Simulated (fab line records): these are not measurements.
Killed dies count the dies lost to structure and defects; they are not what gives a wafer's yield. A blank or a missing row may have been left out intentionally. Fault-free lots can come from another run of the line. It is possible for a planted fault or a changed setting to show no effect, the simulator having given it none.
Code-filled problem report in 8D (eight disciplines) form -- flow n5Finfet -- the parts of the form that need people (team, actions taken, sign-off) are left out

## 1. WHAT IS WRONG
Mean of oesProductAu at N5_DUMMY_GATE_ETCH_32: 1.258 a.u. across 3 wafers in 3 lots; on wafers with no fault it is 1.004 a.u. (standard deviation 0.016). That is +16 standard deviations from the usual mean.
The step: etches SiO2 in CF4, target depth 3.5 nm, time 3.9 s.
Earliest sighting: wafer L642.4 on rieSi-05 at day 6 20:06. At this step, 18 wafers from 7 lots have a number in the record. Rule for "out", or "out of limits": more than 4 standard deviations from the usual mean. All remaining wafers that have a number are taken as sound.

## 2. WHAT THIS IS AND IS NOT
question,is,is not
which readings at this step,oesProductAu,drypumpMotorCurrentA
which lots,"L642, L644, L645","L632, L637, L647, L650"
which wafers of those lots,"L642.4, L644.4, L645.3","L642.2, L644.6, L645.6"
read on which tools,rieSi-05,"rieSi-03, rieSi-04"
when,from day 6 20:06,"up to then (7 sound wafers); but 8 sound wafers of L644, L645, L647, L650 came after"

## 3. WHAT RULES OUT EACH SUSPECT
Counting: any tool at a process step up to the reading remains a suspect provided it ran every lot that is out. Sound lots after the first of them don't rule it out here, since some wafers of a struck lot are sound.
- rieSi-05 at N5_DUMMY_GATE_ETCH_32 (etches SiO2 in CF4, target depth 3.5 nm, time 3.9 s): kept. Ran every lot that is out, first one L642 (day 6 20:06); last sound lot up to then L632 (day 4 04:10). Out on those wafers are its own readings of oesProductAu.
Left after counting: rieSi-05 at N5_DUMMY_GATE_ETCH_32.

## 4. THE CAUSE (what the simulator had put in)
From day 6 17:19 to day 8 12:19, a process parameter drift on rieSi-05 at N5_DUMMY_GATE_ETCH_32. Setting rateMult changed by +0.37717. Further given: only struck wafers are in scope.
The count eliminated every tool but this one.

## 5. SEQUENCE OF EFFECTS, ordered by route
One row per reading whose mean, taken over the struck wafers that have a number, lies over 3 standard deviations from the usual. Readings are gone through only where the record gives a usual standard deviation; hours: the median, over the lots, of the time from a lot's start at the first step in this table giving one to that lot's start at this step; sigmas: the change measured in usual standard deviations.
hours,step,reading,usual,on struck wafers,change,sigmas
0,N5_DUMMY_GATE_ETCH_32,oesProductAu,1.004 a.u.,1.258,+0.254,+16
The process steps in it:
- N5_DUMMY_GATE_ETCH_32: etches SiO2 in CF4, target depth 3.5 nm, time 3.9 s.
At these later measuring or inspecting steps, every struck wafer for which the step has a row has a number for every such reading, and none has moved that far: N5_DUMMY_GATE_CD_MEAS_24, N5_BEOL_M4_RC_MEAS_101.

## 6. HOW IT WOULD HAVE BEEN CAUGHT EARLIER
The fault began at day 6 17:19; the first out-of-limits reading in this record came at day 6 20:06, 3 hours later.
